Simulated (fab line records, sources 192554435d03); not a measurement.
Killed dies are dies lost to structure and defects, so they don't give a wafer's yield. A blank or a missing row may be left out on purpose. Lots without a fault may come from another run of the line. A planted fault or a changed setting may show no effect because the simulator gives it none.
Split-lot experiment | flow n5_finfet | 7 lots, 39 wafers read, on a route of 1938 steps

THE SPLIT
At N5_BEOL_M9_TRENCH_ETCH_37 (etches SiCOH lowk in C4F6/O2, target depth 151.43 nm, time 49 s), the setting time_s was moved away from the recipe's 49 s on 12 of the 39 wafers read, by -22.8% to +59.8%. The other wafers ran this setting at the recipe's value.

FROM THE SPLIT TO THE READING: what the file shows between them, 11 steps
- N5_BEOL_M9_ETCH_41: etches SiCN in CH3F/O2, target depth 36.6 nm, time 70.1 s
- N5_BEOL_M9_STRIP_80: strips in N2/H2, time 10 s
- N5_BEOL_M9_OCD_MEAS_38
- N5_BEOL_M9_HM_STRIP_39: strips TiN in peroxide tin strip, target depth 25 nm, time 158 s
- N5_BEOL_M9_SRD_40: time 30 s
- N5_BEOL_M9_ECD_50: material Cu, target thk 318 nm
- N5_BEOL_M9_ANNEAL_51: time 90 s
- N5_BEOL_M9_CMP_52: polishes, stops on SiCOH lowk, t overpolish 7 s, target thk 140 nm
- N5_BEOL_M9_THK_MEAS_53: measures by xrf
- N5_BEOL_M9_PRE_CLEAN_55: time 15 s
- N5_BEOL_M9_DEP_56: deposits SiCN from 3MS/NH3, target thk 15 nm, time 26.5 s

THE READING
M9_RS, in ohm/sq, at N5_BEOL_M9_RS_MEAS_57 (measures by four-point-probe). Fault-free wafers of this fab line usually give 0.150 ohm/sq, standard deviation 0.0044 ohm/sq.

wafer  | tool, chamber at the split | time_s as run, s | against the recipe | M9_RS, ohm/sq | against lot-mates on the recipe
L074.1 | rie_diel-05, 0             | 49               | recipe             | 0.147         | -
L074.2 | rie_diel-05, 1             | 49               | recipe             | 0.144         | -
L074.3 | rie_diel-05, 3             | 76.1             | +55.3%             | 0.093         | -0.054
L074.4 | rie_diel-05, 2             | 76.1             | +55.3%             | 0.090         | -0.057
L074.5 | rie_diel-05, 0             | 49               | recipe             | 0.149         | -
L074.6 | rie_diel-05, 3             | 76.1             | +55.3%             | 0.093         | -0.054
L076.1 | rie_diel-02, 1             | 37.81            | -22.8%             | 0.228         | +0.075
L076.2 | rie_diel-02, 3             | 49               | recipe             | 0.146         | -
L076.3 | rie_diel-02, 2             | 37.81            | -22.8%             | 0.202         | +0.049
L076.4 | rie_diel-02, 0             | 49               | recipe             | 0.152         | -
L076.5 | rie_diel-02, 1             | 49               | recipe             | 0.160         | -
L076.6 | rie_diel-02, 2             | 37.81            | -22.8%             | 0.197         | +0.044
L080.1 | rie_diel-01, 2             | 49               | recipe             | 0.154         | -
L080.2 | rie_diel-01, 3             | 49               | recipe             | 0.152         | -
L080.3 | rie_diel-01, 0             | 49               | recipe             | 0.145         | -
L080.4 | rie_diel-01, 1             | 49               | recipe             | 0.145         | -
L080.5 | rie_diel-01, 0             | 49               | recipe             | 0.144         | -
L080.6 | rie_diel-01, 3             | 49               | recipe             | 0.153         | -
L081.1 | rie_diel-05, 2             | 49               | recipe             | 0.151         | -
L081.4 | rie_diel-05, 1             | 49               | recipe             | 0.144         | -
L081.5 | rie_diel-05, 0             | 49               | recipe             | 0.151         | -
L084.1 | rie_diel-05, 3             | 69.66            | +42.2%             | 0.100         | -0.049
L084.2 | rie_diel-05, 1             | 49               | recipe             | 0.146         | -
L084.3 | rie_diel-05, 0             | 69.66            | +42.2%             | 0.100         | -0.049
L084.4 | rie_diel-05, 2             | 49               | recipe             | 0.153         | -
L084.5 | rie_diel-05, 0             | 49               | recipe             | 0.148         | -
L084.6 | rie_diel-05, 1             | 69.66            | +42.2%             | 0.096         | -0.053
L087.1 | rie_diel-01, 2             | 78.3             | +59.8%             | 0.087         | -0.061
L087.2 | rie_diel-01, 0             | 49               | recipe             | 0.145         | -
L087.3 | rie_diel-01, 1             | 78.3             | +59.8%             | 0.087         | -0.061
L087.4 | rie_diel-01, 0             | 49               | recipe             | 0.148         | -
L087.5 | rie_diel-01, 2             | 49               | recipe             | 0.150         | -
L087.6 | rie_diel-01, 1             | 78.3             | +59.8%             | 0.086         | -0.062
L097.1 | rie_diel-05, 1             | 49               | recipe             | 0.141         | -
L097.2 | rie_diel-05, 0             | 49               | recipe             | 0.152         | -
L097.3 | rie_diel-05, 2             | 49               | recipe             | 0.151         | -
L097.4 | rie_diel-05, 0             | 49               | recipe             | 0.149         | -
L097.5 | rie_diel-05, 2             | 49               | recipe             | 0.153         | -
L097.6 | rie_diel-05, 1             | 49               | recipe             | 0.141         | -

THE FIT
A straight line over all 39 wafers: M9_RS changes by -0.00122 ohm/sq for each +1% of time_s; r = -0.94; the points scatter about the line by 0.011 ohm/sq.
The same after taking each lot's own level away (the mean of its wafers on the recipe; 39 wafers): -0.00119 ohm/sq for each +1%; r = -0.95; scatter 0.0099 ohm/sq.
On that fit, the largest move of time_s shifts the reading by 0.071 ohm/sq.
The lots' own levels span 0.1467 to 0.1527 ohm/sq, that is 1.4 times the standard deviation above.
So the lot-to-lot level changes the slope little: the two slopes agree.
Check: with one of the wafers moved furthest among these (+59.8%) left out of the fit, the line predicts -0.0681 ohm/sq for it against its lot-mates. It came out at -0.0607 ohm/sq against them.

THE WHOLE CHAIN: every reading that the file lists as answering this split, in the file's order
step                      | what it does                                                       | reading                                                                          | change (the file's fit)                | r (the file's)
N5_BEOL_M9_TRENCH_ETCH_37 | etches SiCOH lowk in C4F6/O2, target depth 151.43 nm, time 49 s    | etch.depth_nm (the simulator's own value, which no gauge read)                   | +1.48 nm for each +1% of the setting   | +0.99
N5_BEOL_M9_TRENCH_ETCH_37 | etches SiCOH lowk in C4F6/O2, target depth 151.43 nm, time 49 s    | BEOL_M9.feature_depth_nm (the simulator's own value, which no gauge read)        | +1.48 nm for each +1% of the setting   | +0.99
N5_BEOL_M9_TRENCH_ETCH_37 | etches SiCOH lowk in C4F6/O2, target depth 151.43 nm, time 49 s    | TiN_of_BEOL_M9_HM_DEP_02.thk_nm (the simulator's own value, which no gauge read) | -0.0392 nm for each +1% of the setting | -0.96
N5_BEOL_M9_OCD_MEAS_38    |                                                                    | trench_depth_nm                                                                  | +1.48 nm for each +1% of the setting   | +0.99
N5_BEOL_M9_CMP_52         | polishes, stops on SiCOH lowk, t overpolish 7 s, target thk 140 nm | Cu_of_BEOL_M9_ECD_50.thk_nm (the simulator's own value, which no gauge read)     | +1.49 nm for each +1% of the setting   | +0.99
N5_BEOL_M9_THK_MEAS_53    | measures by xrf                                                    | M9_THK                                                                           | +1.45 for each +1% of the setting      | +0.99
N5_BEOL_M9_RS_MEAS_57     | measures by four-point-probe                                       | M9_RS                                                                            | -0.00113 for each +1% of the setting   | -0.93

THE FILE'S OWN FIT
M9_RS changes by -0.00113 ohm/sq for each +1% of time_s, r = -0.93.
